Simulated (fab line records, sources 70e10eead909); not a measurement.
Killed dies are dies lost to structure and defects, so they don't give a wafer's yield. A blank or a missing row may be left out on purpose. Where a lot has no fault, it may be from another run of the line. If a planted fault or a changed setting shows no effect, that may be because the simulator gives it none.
A lot that was struck, set against a sound lot -- flow nand harc -- 14 out of 1159 route steps
Sound: these wafers, L369.1, L369.3, L369.6. Wafers struck: L363.1, L363.3, L363.5. At the end, the cause is stated.
At each step with rows: each side's tool, then ch and its chambers, then its first start. Under that, the readings that differ: sound wafers -- struck wafers -- difference of the means -- sigmas: that difference in standard deviations of wafers without a fault.
alike: a reading whose means differ by less than 2 such deviations, as well as words and numbers matching on both sides. not compared: withheld readings; readings where some wafer has no value; bounds like >300 that might hide an equal value; numbers whose values overlap and for which the record gives no deviation.
Wherever a step has rows on one side only, a row that says differs or no value, or a row with sigmas, the two part there. Numbers that have no deviation but don't overlap get no sigmas and don't part them. A reading missing from all wafers of one side parts the sides only when that side holds two or more wafers.

NHARC_A_ZERO_WELL_DESCUM_12: chemistry O2, time 3 s.
  sound on rie diel-03 ch 0,1,2, day 8 13:35; struck on rie diel-06 ch 0,1,3, day 7 08:20
  alike: drypump motor current A, oes product au, rf vpp V, showerhead plenum p Torr, throttle valve pct
  not compared: rf hours counter h
NHARC_A_ZERO_WELL_ETCH_19: etches the open film in N2/H2, target depth 80 nm, overetch 24 nm, time 87.88 s.
  sound on rie diel-03 ch 2,3, day 8 13:41; struck on rie diel-06 ch 0,2, day 7 08:25
  alike: drypump motor current A, oes product au, rf vpp V, showerhead plenum p Torr, throttle valve pct
  not compared: rf hours counter h
NHARC_A_ZERO_WELL_ETCH_13: etches the open film in HBr/Cl2, target depth 120 nm, time 40.1 s.
  sound on rie si-03 ch 0,1,3, day 8 13:48; struck on rie si-01 ch 1,2, day 7 08:32
  alike: drypump motor current A, hbr flow sccm, oes product au, throttle valve pct
  not compared: rf hours counter h
then, 4 steps without rows for these wafers: NHARC_A_ZERO_WELL_STRIP_14 (strips in SPM, time 900 s); NHARC_A_ZERO_WELL_IMPLANT_15; NHARC_A_ZERO_WELL_PRECLEAN_22 (cleans in SC1, time 60 s); NHARC_A_ZERO_WELL_SRD_23.
NHARC_A_ZERO_WELL_RTA_16: time 10 s.
  sound on rtp anneal-01 ch 0, day 8 14:49; struck on rtp anneal-01 ch 0, day 7 09:26
  alike: anneal temp c max, lamp power pct, lamp_zone_5_pct, wafer_temp_C_max
NHARC_A_ZERO_WELL_INSPECT_17:
  sound on defect inspect-01 at day 8 15:01; struck on defect inspect-01 at day 7 09:38
  alike: raw defect count
then, 2 steps without rows for these wafers: NHARC_A_SOURCE_PLATE_PRECLEAN_00 (cleans in HF-LAST, time 60 s); NHARC_A_SOURCE_PLATE_SRD_01.
NHARC_A_SOURCE_PLATE_OXIDE_02: material SiO2, target thk 10 nm, ox time 1362 s.
  sound on furnace-05 ch 0, day 8 17:57; struck on furnace-05 ch 0, day 7 16:28
  alike: ox temp c, ox time s, zone power upper pct
NHARC_A_SOURCE_PLATE_THK_MEAS_09: measures by ellipsometry.
  sound on film metro-02 at day 8 22:01; struck on film metro-02 at day 7 20:55
reading,sound,struck,difference,sigmas
thk nm (nm),10.8 12.2 9.8,16.1 16.8 16.4,+5.5,+6
then, 1 step without rows for these wafers: NHARC_A_SOURCE_PLATE_PVD_04 (deposits WSi2, target thk 50 nm).

## WHERE THEY PART
At NHARC_A_SOURCE_PLATE_THK_MEAS_09 and nowhere else, as far as this record goes.

WHY: what the simulator had put in
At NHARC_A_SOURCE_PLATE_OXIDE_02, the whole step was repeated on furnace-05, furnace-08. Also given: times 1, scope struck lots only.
